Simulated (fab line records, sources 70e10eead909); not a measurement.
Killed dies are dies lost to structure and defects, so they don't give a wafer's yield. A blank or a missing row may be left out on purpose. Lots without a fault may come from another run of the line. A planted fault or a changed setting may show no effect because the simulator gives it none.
fab line records | flow nand_harc
record lots=12 wafers=36 last_day=24
route steps=1159 shown P_M1@309 A_BONDPAD@1085 HYBRID_BOND@1099 THIN_TSV@1126 END@1159
lots that met no fault: from a run of the same line without faults
start_h: hours from the record's first day to the start of the lot's first wafer shown | wait_h: hours since the lot's step before | " the same as in the row above | L1.1+2: a row that stands for several wafers | - no value, or no start given | * or withheld: withheld | < > ~ a bound
route shown NAME@n: a module of which the file shows steps, and the number in the route of the first | usual: mean/standard deviation of fault-free wafers | same: alike in all rows | chamber/n: place in a boat | sites: the reading at each site | _std_site: their standard deviation | _edge_site: outer sites' mean less inner sites' | radius_mm: how far each site lies from the wafer's centre | mask NAME#n: copy n | behind: the tool/chamber that last shaped the wafer | hold: why the lot was held/for how many hours/how that ended | device: the transistor (n, p or np) that didn't switch | end of line: the same wafers' tests at the end of the route | a step without rows: its recipe alone | killed: dies lost to structure and defects at the first sort, not the wafer's yield | map: a wafer's dies, x killed, . not, _ none there
set.NAME: the setting as run; set.NAME@STEP: as run at that earlier step | model.NAME: the simulator's own value behind a step, which no gauge read
steps of the route over a sample of lots; a table a step, a row a wafer
services: from which hour (start_h, from the record's first day; less than 0 if before it) a tool's chamber was out of use, for how many hours, and why
## steps
# step NHARC_P_M1_ECD_22
# recipe target_thk_a=4000 bath_temp_c=25 material=Cu
# columns lot.wafer tool chamber start_h wait_h
L373.1+2+3 ecd_cu-02 0,1,0 119.02 -
L374.1+2+4 ecd_cu-02 1,0,1 122.83 -
L382.1+3+6 ecd_cu-02 1 175.91 -
L381.1+4+5 ecd_cu-02 1 177.10 -
L384.1+3+4 ecd_cu-01 0,0,1 208.19 -
L385.1+2+3 ecd_cu-01 1,0,0 208.95 -
L389.1+2+5 ecd_cu-01 0,1,1 218.37 -
L390.2+4+6 ecd_cu-01 1,0,0 221.22 -
L393.4+6+5 ecd_cu-01 0,1,0 238.95 -
L395.4+6+5 ecd_cu-02 0,0,1 247.66 -
L394.1+2+5 ecd_cu-01 0,1,0 248.39 -
L396.1+4+6 ecd_cu-02 1,0,1 252.21 -
# step NHARC_A_BONDPAD_PVD_27
# recipe target_thk_a=300 chamber_pressure_pa=5 power_w=5000 substrate_temp_c=30 time_s=20.49 material=Cu
# usual throttle_valve_pct=29.9/0.88
# same time_s=20.49
# columns lot.wafer tool chamber start_h wait_h throttle_valve_pct
L373.3 pvd_sputter-01 - - - 29.8
L373.1 " - " " 30.3
L373.2 " - " " 28.0
L374.4 pvd_sputter-02 - - - 29.3
L374.1 " - " " 29.7
L374.2 " - " " 31.0
L382.1 pvd_sputter-02 - - - 29.6
L382.3 " - " " 30.4
L382.6 " - " " 31.3
L381.1 pvd_sputter-02 - - - 29.4
L381.4 " - " " 31.3
L381.5 " - " " 29.7
L385.1 pvd_sputter-01 - - - 30.3
L385.3 " - " " 27.7
L385.2 " - " " 29.3
L384.4 pvd_sputter-02 - - - 30.7
L384.1 " - " " 29.5
L384.3 " - " " 31.0
L389.1 pvd_sputter-02 - - - 29.6
L389.2 " - " " 30.4
L389.5 " - " " 30.9
L390.2 pvd_sputter-02 - - - 29.4
L390.4 " - " " 31.0
L390.6 " - " " 30.7
L393.4 pvd_sputter-02 - - - 31.0
L393.6 " - " " 31.2
L393.5 " - " " 29.3
L395.4 pvd_sputter-01 - - - 29.8
L395.6 " - " " 29.1
L395.5 " - " " 29.5
L396.1 pvd_sputter-03 - - - 30.0
L396.4 " - " " 31.4
L396.6 " - " " 30.6
L394.2 pvd_sputter-01 - - - 29.0
L394.1 " - " " 30.0
L394.5 " - " " 29.8
# step NHARC_HYBRID_BOND_OVL_MEAS_05
# usual overlay_x_nm=4/35 overlay_y_nm=-3/33
# columns lot.wafer tool chamber start_h wait_h overlay_x_nm overlay_y_nm
L373.1 overlay-02 - 416.05 0.4 69 28
L373.2 " - " " -8 -12
L373.3 " - " " -37 -4
L374.1 overlay-02 - 424.06 0.4 39 64
L374.2 " - " " -58 -28
L374.4 " - " " 7 0
L382.1 overlay-01 - 478.36 0.4 0 38
L382.3 " - " " -32 5
L382.6 " - " " -59 50
L381.1 overlay-01 - 482.65 0.4 8 9
L381.4 " - " " 16 -6
L381.5 " - " " 32 10
L385.1 overlay-02 - 495.66 0.4 18 13
L385.2 " - " " -49 -33
L385.3 " - " " 6 -22
L384.1 overlay-01 - 495.68 0.4 24 46
L384.3 " - " " 1 43
L384.4 " - " " 8 35
L389.1 overlay-01 - 517.57 0.4 -7 -1
L389.2 " - " " 41 40
L389.5 " - " " 46 25
L390.2 overlay-02 - 523.89 0.4 3 -24
L390.4 " - " " 15 27
L390.6 " - " " -43 -67
L393.4 overlay-01 - 523.89 0.4 68 68
L393.5 " - " " 22 -34
L393.6 " - " " 8 -24
L395.4 overlay-01 - 544.80 0.4 6 -19
L395.5 " - " " 19 13
L395.6 " - " " -17 -53
L396.1 overlay-01 - 549.93 0.4 4 66
L396.4 " - " " -39 7
L396.6 " - " " -35 -23
L394.1 overlay-01 - 557.59 0.4 -3 13
L394.2 " - " " 57 6
L394.5 " - " " -46 -39
# step NHARC_THIN_TSV_STRIP_62
# recipe power_w=1500 temp_c=250 time_s=20 chemistry=N2/H2
# usual drypump_motor_current_A=5.49/0.25 heater_power_w=363/15
# same time_s=20
# columns lot.wafer tool chamber start_h wait_h drypump_motor_current_A heater_power_w rf_hours_counter_h
L373.2 plasma_asher-02 0 421.61 - 5.70 383 11
L373.1 " 1 " " 5.32 344 11
L373.3 " 1 " " 5.33 348 -
L374.1 plasma_asher-01 0 430.48 - 5.19 339 58
L374.2 " 1 " " 5.83 350 58
L374.4 " 0 " " 5.20 334 -
L382.1 plasma_asher-01 0 483.65 - 5.16 367 4
L382.3 " 0 " " 5.18 375 -
L382.6 " 0 " " 5.19 356 -
L381.1 plasma_asher-02 0 488.37 - 5.67 391 37
L381.4 " 0 " " 5.64 376 -
L381.5 " 1 " " 5.30 351 -
L385.2 plasma_asher-01 1 500.93 - 5.81 362 10
L385.1 " 0 " " 5.20 376 10
L385.3 " 1 " " 5.83 358 -
L384.1 plasma_asher-02 1 503.42 - 5.30 350 43
L384.4 " 1 " " 5.27 355 -
L384.3 " 0 " " 5.66 384 -
L389.2 plasma_asher-01 1 522.97 - 5.83 354 18
L389.1 " 0 " " 5.18 358 18
L389.5 " 1 " " 5.82 371 -
L390.2 plasma_asher-02 0 529.26 - 5.67 372 51
L390.4 " 1 " " 5.26 348 -
L390.6 " 0 " " 5.70 375 -
L393.4 plasma_asher-02 0 530.51 - 5.69 373 -
L393.5 " 0 " " 5.67 382 -
L393.6 " 1 " " 5.27 343 -
L395.4 plasma_asher-02 0 551.72 - 5.66 370 -
L395.5 " 1 " " 5.28 355 -
L395.6 " 0 " " 5.66 374 -
L396.1 plasma_asher-02 0 555.58 - 5.65 373 2
L396.4 " 1 " " 5.23 367 -
L396.6 " 1 " " 5.26 369 -
L394.2 plasma_asher-01 1 563.61 - 5.78 367 35
L394.1 " 0 " " 5.17 366 35
L394.5 " 0 " " 5.19 359 -
# step NHARC_END_SORT_01
# recipe temp_c=25
# usual defect_limited_yield=95.5/1.3 killed_at_array=26/8.4 killed_at_other=0.7/0.97 killed_at_periphery=3.2/2.2 killed_dies=30/8.5 killed_open=3.4/2 killed_short=2/1.3 sort_bin_2_pct=1.5/0.52 sort_bin_3_pct=0.21/0.18 sort_bin_4_pct=2.8/0.91 sort_n_pass=647/8.5 sort_rim_yield_pct=94.8/2.7 sort_yield_pct=95.5/1.3
# same gross_dies=677 sort_bin_5_pct[%]=0 sort_bin_6_pct[%]=0 sort_bin_7_pct[%]=0 sort_bin_8_pct[%]=0 sort_rim_n_gross=106.00
# columns lot.wafer tool chamber start_h wait_h defect_limited_yield[%] killed_at_array killed_at_other killed_at_periphery killed_dies killed_open killed_short sort_bin_2_pct[%] sort_bin_3_pct[%] sort_bin_4_pct[%] sort_n_pass sort_rim_yield_pct[%] sort_yield_pct[%]
L382.1 prober-02 0 497.51 2.5 41.9 22 0 371 393 2 0 19.4 5.32 33.4 284 41.5 41.9
L382.3 prober-02 0 499.11 3.1 38.7 17 1 397 415 5 1 20.8 4.73 35.7 262 35.8 38.7
L382.6 prober-02 0 501.51 4.0 38.4 16 0 401 417 2 1 20.7 4.58 36.3 260 29.2 38.4
L381.1 prober-02 0 505.30 2.5 39.1 16 0 396 412 0 1 24.2 3.84 32.8 265 37.7 39.1
L381.4 prober-02 0 507.68 3.4 40.5 18 0 385 403 1 3 23.0 3.25 33.2 274 44.3 40.5
L381.5 prober-02 0 508.47 3.7 41.9 19 0 374 393 4 1 20.7 5.17 32.2 284 41.5 41.9
L385.1 prober-01 0 513.07 2.5 92.8 43 0 6 49 3 3 2.4 0.15 4.7 628 96.2 92.8
L385.2 prober-01 0 513.89 2.8 93.1 46 0 1 47 8 2 1.9 0.15 4.9 630 87.7 93.1
L385.3 prober-01 0 514.71 3.1 93.9 36 1 4 41 6 3 1.9 0.30 3.8 636 95.3 93.9
L384.1 prober-02 0 520.81 2.5 95.6 25 0 5 30 2 1 1.6 0.30 2.5 647 94.3 95.6
L384.3 prober-02 0 522.40 3.1 94.7 36 0 0 36 2 1 2.1 0.59 2.7 641 96.2 94.7
L384.4 prober-02 0 523.20 3.4 96.2 23 1 2 26 3 0 1.2 0.15 2.5 651 90.6 96.2
# killed by level:class
L382.1 P_M1:unspecified=371 A_SLIT:chamber_film_flake=11 A_STAIRCASE:chamber_film_flake=6 A_CHANNEL_HOLE_D1:chamber_film_flake=3 A_ONON_D1:geometric_particle:open=1 A_CHANNEL_FILL_D1:geometric_particle:open=1
L382.3 P_M1:unspecified=393 A_SLIT:chamber_film_flake=10 A_CHANNEL_HOLE_D1:chamber_film_flake=3 P_GATE:geometric_particle:open=2 P_CONTACT:geometric_particle:open=1 A_WL_FILL:geometric_particle:short=1 A_M0:geometric_particle:open=1 A_M1:geometric_particle:open=1
L382.6 P_M1:unspecified=400 A_STAIRCASE:chamber_film_flake=5 A_SLIT:chamber_film_flake=5 A_CONTACT:chamber_film_flake=2 A_CHANNEL_FILL_D1:geometric_particle:short=1 A_SGD_CUT:geometric_particle:open=1 A_M0:geometric_particle:open=1 P_STI:chamber_film_flake=1
L381.1 P_M1:unspecified=395 A_CHANNEL_HOLE_D1:chamber_film_flake=11 A_STAIRCASE:chamber_film_flake=2 A_M0:geometric_particle:short=1 P_STI:chamber_film_flake=1 A_WL_FILL:chamber_film_flake=1 A_CONTACT:chamber_film_flake=1
L381.4 P_M1:unspecified=384 A_CHANNEL_HOLE_D1:chamber_film_flake=11 A_CHANNEL_FILL_D1:geometric_particle:short=2 A_CONTACT:chamber_film_flake=2 A_ONON_D1:geometric_particle:short=1 A_M0:geometric_particle:open=1 P_STI:chamber_film_flake=1 A_STAIRCASE:chamber_film_flake=1
L381.5 P_M1:unspecified=372 A_CHANNEL_HOLE_D1:chamber_film_flake=12 A_CHANNEL_FILL_D1:geometric_particle:open=3 P_STI:chamber_film_flake=2 A_CONTACT:geometric_particle:short=1 A_BLC:geometric_particle:open=1 A_STAIRCASE:chamber_film_flake=1 A_WL_FILL:chamber_film_flake=1
L385.1 A_CHANNEL_HOLE_D1:chamber_film_flake=16 A_SLIT:chamber_film_flake=15 A_M1:chamber_film_flake=4 P_GATE:chamber_film_flake=3 A_CONTACT:chamber_film_flake=3 P_CONTACT:geometric_particle:short=1 P_CONTACT:geometric_particle:open=1 A_WL_FILL:geometric_particle:short=1
L385.2 A_CHANNEL_HOLE_D1:chamber_film_flake=18 A_SLIT:chamber_film_flake=8 A_STAIRCASE:chamber_film_flake=4 A_CONTACT:geometric_particle:open=3 A_M1:chamber_film_flake=3 A_M1:geometric_particle:open=2 A_ONON_D1:geometric_particle:open=1 A_CHANNEL_FILL_D1:geometric_particle:open=1
L385.3 A_CHANNEL_HOLE_D1:chamber_film_flake=16 A_SLIT:chamber_film_flake=10 A_CONTACT:geometric_particle:open=3 A_CONTACT:chamber_film_flake=2 P_CONTACT:geometric_particle:short=1 P_CONTACT:geometric_particle:open=1 P_M0:geometric_particle:short=1 A_CHANNEL_FILL_D1:geometric_particle:short=1
L384.1 A_SLIT:chamber_film_flake=10 A_CHANNEL_HOLE_D1:chamber_film_flake=4 A_CONTACT:chamber_film_flake=4 A_STAIRCASE:chamber_film_flake=3 A_CHANNEL_FILL_D1:chamber_film_flake=2 P_GATE:geometric_particle:short=1 P_GATE:geometric_particle:open=1 A_WL_FILL:geometric_particle:open=1
L384.3 A_SLIT:chamber_film_flake=17 A_CHANNEL_HOLE_D1:chamber_film_flake=7 A_CONTACT:chamber_film_flake=5 A_STAIRCASE:chamber_film_flake=3 A_CHANNEL_FILL_D1:geometric_particle:open=1 A_WL_FILL:geometric_particle:short=1 A_CONTACT:geometric_particle:open=1 A_CHANNEL_FILL_D1:chamber_film_flake=1
L384.4 A_SLIT:chamber_film_flake=9 A_STAIRCASE:chamber_film_flake=5 A_CHANNEL_FILL_D1:chamber_film_flake=2 A_CONTACT:chamber_film_flake=2 A_WL_FILL:geometric_particle:open=1 A_BLC:geometric_particle:open=1 A_M0:geometric_particle:open=1 P_STI:chamber_film_flake=1
## services
# columns tool chamber start_h hours kind
ecd_cu-01 - 96.00 8.0 pm
plasma_asher-01 - 99.20 9.0 pm
ecd_cu-01 - 106.88 0.3 repair
plasma_asher-01 - 116.42 2.0 repair
ecd_cu-02 - 180.00 8.0 pm
plasma_asher-02 - 183.30 9.0 pm
ecd_cu-02 - 192.72 1.4 repair
plasma_asher-02 - 193.21 9.6 repair
pvd_sputter-02 - 214.00 10.0 pm
plasma_asher-02 - 217.97 6.6 repair
ecd_cu-01 - 272.00 8.0 pm
plasma_asher-02 - 274.63 2.0 repair
plasma_asher-01 - 276.20 9.0 pm
plasma_asher-01 - 326.34 0.6 repair
pvd_sputter-02 - 351.68 9.8 repair
ecd_cu-02 - 356.00 8.0 pm
plasma_asher-02 - 360.30 9.0 pm
plasma_asher-02 - 382.68 22.8 repair
pvd_sputter-02 - 392.00 10.0 pm
ecd_cu-01 - 448.00 8.0 pm
plasma_asher-02 - 505.78 0.5 repair
ecd_cu-02 - 532.00 8.0 pm
plasma_asher-02 - 537.30 9.0 pm
ecd_cu-02 - 557.90 0.5 repair
## key
first_sign step=NHARC_END_SORT_01 reading=killed_at_periphery direction=up sigmas=99+ usual=3.2 struck=387.3
effect step=NHARC_END_SORT_01 reading=defect_limited_yield direction=down sigmas=44 usual=95.5 struck=40.1
more_kills_born_at NHARC_P_M1_ECD_22@ecd_cu-02=2315
met_at NHARC_P_M1_ECD_22
struck_lots L381,L382
not_acting_at NHARC_A_BONDPAD_PVD_27,NHARC_HYBRID_BOND_OVL_MEAS_05,NHARC_THIN_TSV_STRIP_62
onset_between 122.83 175.91
fault kind=chamber_particle_source tool=ecd_cu-02 chamber=- onset_h=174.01 steps=NHARC_P_M1_ECD_22 rate_per_visit_cm2=0.94029 end_h=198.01
